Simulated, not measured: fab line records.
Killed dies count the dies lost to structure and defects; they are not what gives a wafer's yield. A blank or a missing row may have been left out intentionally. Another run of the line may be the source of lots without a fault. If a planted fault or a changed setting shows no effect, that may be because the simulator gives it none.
fab line records -- flow nandHarc
[record] lots = 7, wafers = 21, lastDay = 33
route steps=1302 shown A_CONTACT@1005 END@1302
lots with no fault: from the same line, run without faults
startH: start of the lot's first displayed wafer, in hours after the record's first day -- waitH: hours since the lot's step before -- " unchanged from the row above -- L1.1+2: one row covering several wafers at once -- - no value present, or no start provided -- * or withheld: withheld -- < > ~ a bound
route shown NAME@n: NAME is a module with steps in the file, n the number in the route of the first one -- usual: mean/standard deviation taken from wafers without a fault -- same: alike in all rows -- chamber/n: place in a boat -- sites: each site's reading -- _std_site: how widely they spread, as a standard deviation -- _edge_site: mean of outer sites minus mean of inner sites -- radiusMm: for every site, how far away it sits from the centre of the wafer -- mask NAME#n: copy n -- behind: the most recent tool/chamber to have shaped the wafer -- hold: why the lot went on hold/how many hours it stayed there/how the hold came to an end -- device: whichever transistor did not switch (one of n, p or np) -- end of line: the tests these same wafers got at the end of their route -- step lacking rows: just its recipe -- killed: the dies lost at the first sort to structure and to defects; this is not the yield of the wafer -- map: a wafer's dies, marking killed ones x, the rest . and places with no die _
set.NAME: the run value of the setting; set.NAME@STEP: its run value at that earlier step -- model.NAME: the simulator's own value behind a step, which no gauge read
lots at selected steps of the route; one table per step, one row per wafer
services: from which hour (startH, from the record's first day; less than 0 if before it) a tool's chamber was out of use, for how many hours, and why
[[steps]]
[step NHARC_A_CONTACT_ETCH_111]
[recipe] sourceW = withheld, pressureMtorr = 20, biasV = withheld, timeS = 140, targetDepthA = 7000, arFlowSccm = withheld, c4f8FlowSccm = withheld, o2FlowSccm = withheld, chemistry = C4F8/O2/Ar
[step NHARC_A_CONTACT_ETCH_112]
[recipe] sourceW = withheld, pressureMtorr = 20, biasV = 3000, timeS = 190, targetDepthA = 18500, arFlowSccm = withheld, c4f8FlowSccm = withheld, o2FlowSccm = withheld, chemistry = C4F8/O2/Ar
[step NHARC_A_CONTACT_ETCH_113]
[recipe] sourceW = withheld, pressureMtorr = 20, biasV = 3000, timeS = 190, targetDepthA = 18500, arFlowSccm = withheld, c4f8FlowSccm = withheld, o2FlowSccm = withheld, chemistry = C4F8/O2/Ar
[usual] chamberPressureMTorr = 19.996/0.019, oesAirLineAu = 0.996/0.02
lot.wafer,tool,chamber,startH,waitH,chamberPressureMTorr,oesAirLineAu,rfHoursCounterH
L461.1,harCapEtch-01,1,558.01,0.1,19.993,0.986,6
L461.3,harCapEtch-01,0,558.01,0.1,20.007,0.953,-
L461.5,harCapEtch-01,0,558.01,0.1,19.995,0.992,-
L467.2,harCapEtch-01,1,598.16,0.1,19.984,1.025,16
L467.4,harCapEtch-01,0,598.16,0.1,19.995,1.006,-
L467.6,harCapEtch-01,0,598.16,0.1,20.021,0.995,-
L472.2,harCapEtch-01,1,634.27,0.1,20.032,0.985,23
L472.1,harCapEtch-01,0,634.27,0.1,20.031,1.028,23
L472.4,harCapEtch-01,0,634.27,0.1,19.991,0.985,-
L473.3,harCapEtch-01,1,650.13,0.1,20.036,0.994,-
L473.5,harCapEtch-01,0,650.13,0.1,19.995,0.996,-
L473.6,harCapEtch-01,1,650.13,0.1,20.022,0.993,-
L471.2,harCapEtch-03,1,658.91,0.1,19.998,0.979,69
L471.4,harCapEtch-03,0,658.91,0.1,20.027,0.988,-
L471.6,harCapEtch-03,1,658.91,0.1,20.032,1.019,-
L477.2,harCapEtch-01,1,695.80,0.1,19.973,1.012,34
L477.3,harCapEtch-01,1,695.80,0.1,19.979,0.975,-
L477.6,harCapEtch-01,1,695.80,0.1,20.012,0.983,-
L480.2,harCapEtch-02,0,722.61,0.1,19.981,0.991,119
L480.6,harCapEtch-02,1,722.61,0.1,19.991,0.996,-
L480.5,harCapEtch-02,0,722.61,0.1,20.013,1.012,-
[step NHARC_A_CONTACT_ETCH_114]
[recipe] sourceW = withheld, pressureMtorr = 20, biasV = 3000, timeS = 190, targetDepthA = 18500, arFlowSccm = withheld, c4f8FlowSccm = withheld, o2FlowSccm = withheld, chemistry = C4F8/O2/Ar
[usual] chamberPressureMTorr = 19.996/0.017, oesAirLineAu = 1.004/0.02
lot.wafer,tool,chamber,startH,waitH,chamberPressureMTorr,oesAirLineAu,rfHoursCounterH
L461.1,harCapEtch-01,1,558.18,0.1,19.994,1.038,6
L461.3,harCapEtch-01,0,558.18,0.1,20.000,1.024,-
L461.5,harCapEtch-01,0,558.18,0.1,19.964,0.993,-
L467.2,harCapEtch-01,1,598.33,0.1,20.010,0.974,16
L467.4,harCapEtch-01,0,598.33,0.1,19.996,1.027,-
L467.6,harCapEtch-01,0,598.33,0.1,20.007,1.018,-
L472.2,harCapEtch-01,1,634.45,0.1,20.001,0.963,23
L472.1,harCapEtch-01,0,634.45,0.1,19.991,1.011,23
L472.4,harCapEtch-01,0,634.45,0.1,20.010,0.989,-
L473.3,harCapEtch-01,1,650.30,0.1,19.961,1.007,-
L473.5,harCapEtch-01,0,650.30,0.1,20.017,0.997,-
L473.6,harCapEtch-01,1,650.30,0.1,20.002,1.013,-
L471.2,harCapEtch-03,1,659.08,0.1,19.998,1.023,69
L471.4,harCapEtch-03,0,659.08,0.1,20.018,1.012,-
L471.6,harCapEtch-03,1,659.08,0.1,19.971,1.036,-
L477.2,harCapEtch-01,1,695.97,0.1,19.996,1.008,34
L477.3,harCapEtch-01,1,695.97,0.1,19.997,1.016,-
L477.6,harCapEtch-01,1,695.97,0.1,20.013,1.036,-
L480.2,harCapEtch-02,0,722.79,0.1,20.004,0.989,119
L480.6,harCapEtch-02,1,722.79,0.1,19.998,0.974,-
L480.5,harCapEtch-02,0,722.79,0.1,20.035,0.977,-
[step NHARC_A_CONTACT_ETCH_115]
[recipe] sourceW = withheld, pressureMtorr = 20, biasV = 3000, timeS = 190, targetDepthA = 18500, arFlowSccm = withheld, c4f8FlowSccm = withheld, o2FlowSccm = withheld, chemistry = C4F8/O2/Ar
[step NHARC_A_CONTACT_ETCH_116]
[recipe] sourceW = withheld, pressureMtorr = 20, biasV = 3000, timeS = 190, targetDepthA = 18500, arFlowSccm = withheld, c4f8FlowSccm = withheld, o2FlowSccm = withheld, chemistry = C4F8/O2/Ar
[usual] chamberPressureMTorr = 20.000/0.019, oesAirLineAu = 1.002/0.02
lot.wafer,tool,chamber,startH,waitH,chamberPressureMTorr,oesAirLineAu,rfHoursCounterH
L461.1,harCapEtch-01,1,558.52,0.1,20.031,1.019,6
L461.3,harCapEtch-01,0,558.52,0.1,19.958,1.019,-
L461.5,harCapEtch-01,0,558.52,0.1,19.986,0.978,-
L467.2,harCapEtch-01,1,598.67,0.1,19.994,1.052,16
L467.4,harCapEtch-01,0,598.67,0.1,20.000,0.987,-
L467.6,harCapEtch-01,0,598.67,0.1,20.014,1.006,-
L472.2,harCapEtch-01,1,634.79,0.1,19.995,0.995,23
L472.1,harCapEtch-01,0,634.79,0.1,20.015,0.990,23
L472.4,harCapEtch-01,0,634.79,0.1,20.028,0.989,-
L473.3,harCapEtch-01,1,650.65,0.1,19.991,1.020,-
L473.5,harCapEtch-01,0,650.65,0.1,20.000,0.990,-
L473.6,harCapEtch-01,1,650.65,0.1,19.993,1.014,-
L471.2,harCapEtch-03,1,659.42,0.1,19.999,1.009,70
L471.4,harCapEtch-03,0,659.42,0.1,20.027,1.031,-
L471.6,harCapEtch-03,1,659.42,0.1,20.023,0.999,-
L477.2,harCapEtch-01,1,696.31,0.1,20.010,1.023,35
L477.3,harCapEtch-01,1,696.31,0.1,20.001,0.989,-
L477.6,harCapEtch-01,1,696.31,0.1,19.974,1.001,-
L480.2,harCapEtch-02,0,723.13,0.1,19.998,1.025,120
L480.6,harCapEtch-02,1,723.13,0.1,19.982,0.982,-
L480.5,harCapEtch-02,0,723.13,0.1,19.965,1.031,-
[step NHARC_A_CONTACT_ETCH_117]
[recipe] sourceW = withheld, pressureMtorr = 20, biasV = 3000, timeS = 190, targetDepthA = 18500, arFlowSccm = withheld, c4f8FlowSccm = withheld, o2FlowSccm = withheld, chemistry = C4F8/O2/Ar
[step NHARC_A_CONTACT_ETCH_118]
[recipe] sourceW = withheld, pressureMtorr = 20, biasV = 3000, timeS = 190, targetDepthA = 18500, arFlowSccm = withheld, c4f8FlowSccm = withheld, o2FlowSccm = withheld, chemistry = C4F8/O2/Ar
[step NHARC_A_CONTACT_ETCH_119]
[recipe] sourceW = withheld, pressureMtorr = 20, biasV = 3000, timeS = 190, targetDepthA = 18500, arFlowSccm = withheld, c4f8FlowSccm = withheld, o2FlowSccm = withheld, chemistry = C4F8/O2/Ar
[step NHARC_A_CONTACT_ETCH_120]
[recipe] sourceW = withheld, pressureMtorr = 20, biasV = 3000, timeS = 190, targetDepthA = 18500, arFlowSccm = withheld, c4f8FlowSccm = withheld, o2FlowSccm = withheld, chemistry = C4F8/O2/Ar
[step NHARC_A_CONTACT_ETCH_121]
[recipe] sourceW = withheld, pressureMtorr = 20, biasV = 3000, timeS = 190, targetDepthA = 18500, arFlowSccm = withheld, c4f8FlowSccm = withheld, o2FlowSccm = withheld, chemistry = C4F8/O2/Ar
[usual] chamberPressureMTorr = 20.003/0.02, oesAirLineAu = 0.996/0.018
lot.wafer,tool,chamber,startH,waitH,chamberPressureMTorr,oesAirLineAu,rfHoursCounterH
L461.1,harCapEtch-01,1,559.37,0.1,19.987,1.002,7
L461.3,harCapEtch-01,0,559.37,0.1,19.993,0.990,-
L461.5,harCapEtch-01,0,559.37,0.1,20.017,1.008,-
L467.2,harCapEtch-01,1,599.52,0.1,20.034,0.990,17
L467.4,harCapEtch-01,0,599.52,0.1,19.992,0.982,-
L467.6,harCapEtch-01,0,599.52,0.1,19.989,0.979,-
L472.2,harCapEtch-01,1,635.65,0.1,19.961,0.981,24
L472.1,harCapEtch-01,0,635.65,0.1,20.008,0.970,24
L472.4,harCapEtch-01,0,635.65,0.1,20.017,0.964,-
L473.3,harCapEtch-01,1,651.50,0.1,20.020,1.010,-
L473.5,harCapEtch-01,0,651.50,0.1,20.013,0.997,-
L473.6,harCapEtch-01,1,651.50,0.1,19.987,1.018,-
L471.2,harCapEtch-03,1,660.28,0.1,19.995,1.020,70
L471.4,harCapEtch-03,0,660.28,0.1,20.015,0.999,-
L471.6,harCapEtch-03,1,660.28,0.1,19.997,0.992,-
L477.2,harCapEtch-01,1,697.16,0.1,19.987,1.012,36
L477.3,harCapEtch-01,1,697.16,0.1,20.018,0.999,-
L477.6,harCapEtch-01,1,697.16,0.1,20.026,1.013,-
L480.2,harCapEtch-02,0,723.98,0.1,20.007,1.031,121
L480.6,harCapEtch-02,1,723.98,0.1,20.016,0.981,-
L480.5,harCapEtch-02,0,723.98,0.1,19.986,1.016,-
[step NHARC_A_CONTACT_ETCH_122]
[recipe] sourceW = withheld, pressureMtorr = 20, biasV = 3000, timeS = 190, targetDepthA = 18500, arFlowSccm = withheld, c4f8FlowSccm = withheld, o2FlowSccm = withheld, chemistry = C4F8/O2/Ar
[usual] chamberPressureMTorr = 20.003/0.018, oesAirLineAu = 1.002/0.022
lot.wafer,tool,chamber,startH,waitH,chamberPressureMTorr,oesAirLineAu,rfHoursCounterH
L461.1,harCapEtch-01,1,559.54,0.1,19.991,1.008,7
L461.3,harCapEtch-01,0,559.54,0.1,19.993,1.008,-
L461.5,harCapEtch-01,0,559.54,0.1,20.012,0.986,-
L467.2,harCapEtch-01,1,599.70,0.1,19.988,1.044,17
L467.4,harCapEtch-01,0,599.70,0.1,20.015,1.049,-
L467.6,harCapEtch-01,0,599.70,0.1,19.989,1.023,-
L472.2,harCapEtch-01,1,635.82,0.1,20.006,1.005,24
L472.1,harCapEtch-01,0,635.82,0.1,19.997,0.983,24
L472.4,harCapEtch-01,0,635.82,0.1,19.973,0.988,-
L473.3,harCapEtch-01,1,651.67,0.1,20.001,0.996,-
L473.5,harCapEtch-01,0,651.67,0.1,20.039,1.024,-
L473.6,harCapEtch-01,1,651.67,0.1,19.990,1.025,-
L471.2,harCapEtch-03,1,660.45,0.1,20.010,0.992,71
L471.4,harCapEtch-03,0,660.45,0.1,19.985,1.008,-
L471.6,harCapEtch-03,1,660.45,0.1,19.998,0.986,-
L477.2,harCapEtch-01,1,697.33,0.1,19.995,0.988,36
L477.3,harCapEtch-01,1,697.33,0.1,20.022,0.957,-
L477.6,harCapEtch-01,1,697.33,0.1,19.969,0.994,-
L480.2,harCapEtch-02,0,724.15,0.1,19.989,1.028,121
L480.6,harCapEtch-02,1,724.15,0.1,19.985,1.025,-
L480.5,harCapEtch-02,0,724.15,0.1,20.018,1.019,-
[step NHARC_A_CONTACT_ETCH_123]
[recipe] sourceW = withheld, pressureMtorr = 20, biasV = 400, timeS = 490, targetDepthA = 21100, arFlowSccm = withheld, c4f8FlowSccm = 11.5, o2FlowSccm = 7.2, chemistry = C4F8/O2/Ar
[usual] chamberPressureMTorr = 20.002/0.019, oesAirLineAu = 1.000/0.021
lot.wafer,tool,chamber,startH,waitH,chamberPressureMTorr,oesAirLineAu,rfHoursCounterH
L461.1,harCapEtch-01,1,559.71,0.1,19.993,0.983,7
L461.3,harCapEtch-01,0,559.71,0.1,19.993,0.995,-
L461.5,harCapEtch-01,0,559.71,0.1,20.002,1.023,-
L467.2,harCapEtch-01,1,599.92,0.2,20.003,0.999,17
L467.4,harCapEtch-01,0,599.92,0.2,20.029,0.984,-
L467.6,harCapEtch-01,0,599.92,0.2,19.982,1.008,-
L472.2,harCapEtch-01,1,635.99,0.1,-,-,-
L472.1,harCapEtch-01,0,635.99,0.1,-,-,-
L472.4,harCapEtch-01,0,635.99,0.1,-,-,-
L473.3,harCapEtch-01,1,652.02,0.3,-,-,-
L473.5,harCapEtch-01,0,652.02,0.3,-,-,-
L473.6,harCapEtch-01,1,652.02,0.3,-,-,-
L471.2,harCapEtch-03,1,660.68,0.2,-,-,-
L471.4,harCapEtch-03,0,660.68,0.2,-,-,-
L471.6,harCapEtch-03,1,660.68,0.2,-,-,-
L477.2,harCapEtch-01,1,697.56,0.2,19.993,1.021,36
L477.3,harCapEtch-01,1,697.56,0.2,19.977,1.027,-
L477.6,harCapEtch-01,1,697.56,0.2,20.034,0.996,-
L480.2,harCapEtch-02,0,724.38,0.2,19.981,1.010,121
L480.6,harCapEtch-02,1,724.38,0.2,20.023,1.009,-
L480.5,harCapEtch-02,0,724.38,0.2,19.978,1.006,-
[step NHARC_A_CONTACT_ETCH_90]
[recipe] targetDepthA = 400, overEtchFrac = 0.5, timeS = 85.7, ionEnergyEv = 120, ch3fFlowSccm = 50, o2FlowSccm = 30, arFlowSccm = 200, rfW = 500, biasW = 100, chemistry = CH3F/O2
[step NHARC_END_SORT_01]
[recipe] tempC = 25
[usual] killedAtArray = 64/20, killedAtOther = 0.7/1.1, killedAtPeriphery = 3.6/2.7, killedDies = 68/20, killedOpen = 2.8/1.9, killedShort = 2.3/1.5
[same] grossDies = 677
lot.wafer,tool,chamber,startH,waitH,killedAtArray,killedAtOther,killedAtPeriphery,killedDies,killedOpen,killedShort
L472.1,prober-02,0,704.05,2.5,671,0,6,677,5,1
L472.2,prober-02,0,704.86,2.8,672,0,5,677,1,1
L472.4,prober-02,0,706.48,3.4,675,0,2,677,2,1
L473.3,prober-01,0,727.24,3.1,672,0,5,677,4,0
L473.5,prober-01,0,728.83,3.7,671,0,6,677,3,3
L473.6,prober-01,0,729.62,4.0,672,0,5,677,0,1
L471.2,prober-02,0,731.44,2.8,675,0,2,677,1,2
L471.4,prober-02,0,733.04,3.4,676,0,1,677,3,1
L471.6,prober-02,0,734.65,4.0,677,0,0,677,3,3
// killed by level:class
L472.1 A_CONTACT:areaEtch=595 A_CHANNEL_HOLE_D1:chamberFilmFlake=28 A_SLIT:chamberFilmFlake=25 A_CHANNEL_HOLE_D2:chamberFilmFlake=8 A_CONTACT:chamberFilmFlake=4 A_ZERO_WELL:chamberFilmFlake=3 P_CONTACT:geometricParticle:open=2 A_STAIRCASE:chamberFilmFlake=2
L472.2 A_CONTACT:areaEtch=572 A_CHANNEL_HOLE_D1:chamberFilmFlake=36 A_SLIT:chamberFilmFlake=34 A_CHANNEL_HOLE_D2:chamberFilmFlake=16 P_BONDPAD:chamberFilmFlake=4 A_STAIRCASE:chamberFilmFlake=4 A_CONTACT:chamberFilmFlake=4 A_ZERO_WELL:chamberFilmFlake=2
L472.4 A_CONTACT:areaEtch=595 A_CHANNEL_HOLE_D1:chamberFilmFlake=33 A_SLIT:chamberFilmFlake=26 A_CHANNEL_HOLE_D2:chamberFilmFlake=11 A_DECK1_JOINT:chamberFilmFlake=3 A_CHANNEL_FILL_D2:geometricParticle:open=2 A_CONTACT:chamberFilmFlake=2 A_CHANNEL_FILL_D2:geometricParticle:short=1
L473.3 A_CONTACT:areaEtch=601 A_CHANNEL_HOLE_D1:chamberFilmFlake=35 A_SLIT:chamberFilmFlake=29 A_CHANNEL_HOLE_D2:geometricParticle:open=2 P_CONTACT:chamberFilmFlake=2 A_STAIRCASE:chamberFilmFlake=2 P_M1:geometricParticle:open=1 A_CHANNEL_FILL_D1:geometricParticle:open=1
L473.5 A_CONTACT:areaEtch=594 A_SLIT:chamberFilmFlake=31 A_CHANNEL_HOLE_D1:chamberFilmFlake=30 A_CONTACT:chamberFilmFlake=7 P_STI:chamberFilmFlake=4 A_STAIRCASE:chamberFilmFlake=4 A_ONON_D2:geometricParticle:open=2 P_STI:geometricParticle:short=1
L473.6 A_CONTACT:areaEtch=598 A_CHANNEL_HOLE_D1:chamberFilmFlake=33 A_SLIT:chamberFilmFlake=28 A_CONTACT:chamberFilmFlake=9 P_GATE:chamberFilmFlake=3 P_STI:chamberFilmFlake=2 A_STAIRCASE:chamberFilmFlake=2 A_CHANNEL_FILL_D2:geometricParticle:short=1
L471.2 A_CONTACT:areaEtch=601 A_CHANNEL_HOLE_D1:chamberFilmFlake=30 A_CHANNEL_HOLE_D2:chamberFilmFlake=22 A_CONTACT:chamberFilmFlake=6 A_SGD_CUT:chamberFilmFlake=4 A_SLIT:chamberFilmFlake=3 A_STAIRCASE:chamberFilmFlake=3 A_ZERO_WELL:chamberFilmFlake=2
L471.4 A_CONTACT:areaEtch=593 A_CHANNEL_HOLE_D1:chamberFilmFlake=36 A_CHANNEL_HOLE_D2:chamberFilmFlake=24 A_CONTACT:chamberFilmFlake=8 A_STAIRCASE:chamberFilmFlake=6 A_SGD_CUT:chamberFilmFlake=4 P_CONTACT:geometricParticle:open=1 A_CHANNEL_FILL_D2:geometricParticle:short=1
L471.6 A_CONTACT:areaEtch=593 A_CHANNEL_HOLE_D1:chamberFilmFlake=36 A_CHANNEL_HOLE_D2:chamberFilmFlake=20 A_CONTACT:chamberFilmFlake=10 A_SLIT:chamberFilmFlake=6 A_DECK1_JOINT:geometricParticle:open=3 A_STAIRCASE:chamberFilmFlake=3 A_SGD_CUT:chamberFilmFlake=2
// map L471.2 (x killed, . not)
____________x____________
_________xxxxxxx_________
_______xxxxxxxxxxx_______
______xxxxxxxxxxxxx______
_____xxxxxxxxxxxxxxx_____
____xxxxxxxxxxxxxxxxx____
____xxxxxxxxxxxxxxxxx____
___xxxxxxxxxxxxxxxxxxx___
___xxxxxxxxxxxxxxxxxxx___
__xxxxxxxxxxxxxxxxxxxxx__
__xxxxxxxxxxxxxxxxxxxxx__
_xxxxxxxxxxxxxxxxxxxxxxx_
_xxxxxxxxxxxxxxxxxxxxxxx_
_xxxxxxxxxxxxxxxxxxxxxxx_
_xxxxxxxxxxxxxxxxxxxxxxx_
_xxxxxxxxxxxxxxxxxxxxxxx_
xxxxxxxxxxxxxxxxxxxxxxxxx
xxxxxxxxxxxxxxxxxxxxxxxxx
xxxxxxxxxxxxxxxxxxxxxxxxx
xxxxxxxxxxxxxxxxxxxxxxxxx
xxxxxxxxxxxxxxxxxxxxxxxxx
_xxxxxxxxxxxxxxxxxxxxxxx_
_xxxxxxxxxxxxxxxxxxxxxxx_
_xxxxxxxxxxxxxxxxxxxxxxx_
_xxxxxxxxxxxxxxxxxxxxxxx_
_xxxxxxxxxxxxxxxxxxxxxxx_
__xxxxxxxxxxxxxxxxxxxxx__
__xxxxxxxxxxxxxxxxxxxxx__
___xxxxxxxxxxxxxxxxxxx___
___xxxxxxxxxxxxxxxxxxx___
____xxxxxxxxxxxxxxxxx____
____xxxxxxxxxxxxxxxxx____
_____xxxxxxxxxxxxxxx_____
______xxxxxxxxxxxxx______
_______xxxxxxxxxxx_______
_________xxxxxxx_________
____________x____________
// map L472.1 (x killed, . not)
____________x____________
_________xxxxxxx_________
_______xxxxxxxxxxx_______
______xxxxxxxxxxxxx______
_____xxxxxxxxxxxxxxx_____
____xxxxxxxxxxxxxxxxx____
____xxxxxxxxxxxxxxxxx____
___xxxxxxxxxxxxxxxxxxx___
___xxxxxxxxxxxxxxxxxxx___
__xxxxxxxxxxxxxxxxxxxxx__
__xxxxxxxxxxxxxxxxxxxxx__
_xxxxxxxxxxxxxxxxxxxxxxx_
_xxxxxxxxxxxxxxxxxxxxxxx_
_xxxxxxxxxxxxxxxxxxxxxxx_
_xxxxxxxxxxxxxxxxxxxxxxx_
_xxxxxxxxxxxxxxxxxxxxxxx_
xxxxxxxxxxxxxxxxxxxxxxxxx
xxxxxxxxxxxxxxxxxxxxxxxxx
xxxxxxxxxxxxxxxxxxxxxxxxx
xxxxxxxxxxxxxxxxxxxxxxxxx
xxxxxxxxxxxxxxxxxxxxxxxxx
_xxxxxxxxxxxxxxxxxxxxxxx_
_xxxxxxxxxxxxxxxxxxxxxxx_
_xxxxxxxxxxxxxxxxxxxxxxx_
_xxxxxxxxxxxxxxxxxxxxxxx_
_xxxxxxxxxxxxxxxxxxxxxxx_
__xxxxxxxxxxxxxxxxxxxxx__
__xxxxxxxxxxxxxxxxxxxxx__
___xxxxxxxxxxxxxxxxxxx___
___xxxxxxxxxxxxxxxxxxx___
____xxxxxxxxxxxxxxxxx____
____xxxxxxxxxxxxxxxxx____
_____xxxxxxxxxxxxxxx_____
______xxxxxxxxxxxxx______
_______xxxxxxxxxxx_______
_________xxxxxxx_________
____________x____________
[[services]]
tool,chamber,startH,hours,kind
harCapEtch-03,-,549.22,1.5,repair
[[key]]
[firstSign] step = NHARC_A_CONTACT_ETCH_123, reading = toolRecord, direction = missing
[effect] step = NHARC_END_SORT_01, reading = killedDies, direction = up, sigmas = 31, usual = 68, struck = 677
[moreKillsBornAt] NHARC_A_CONTACT_ETCH_123@harCapEtch-01 = 3555, NHARC_A_CONTACT_ETCH_123@harCapEtch-03 = 1786
metAt NHARC_A_CONTACT_ETCH_123
struckWafers L471.2,L471.4,L471.6,L472.1,L472.2,L472.4,L473.3,L473.5,L473.6
laterRowsLeftOut L471.2,L471.4,L471.6,L472.1,L472.2,L472.4,L473.3,L473.5,L473.6
testerLeftOut L471,L472,L473
onsetBetween 599.92 635.99
[fault] kind = skippedStepWhole, tool = harCapEtch-01,harCapEtch-03, chamber = -, onsetH = 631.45, steps = NHARC_A_CONTACT_ETCH_123, scope = struckLotsOnly
// testerLeftOut: of these lots the tester's yield and bins aren't shown, on N5 and GAA mostly nor the transistor test; their killed dies are dies lost to structure and defects alone, not to doping, threshold or leakage, so they don't give the yield
// laterRowsLeftOut: the simulator's readings of these wafers behind a module that went badly wrong aren't trusted and aren't shown, but for the sort
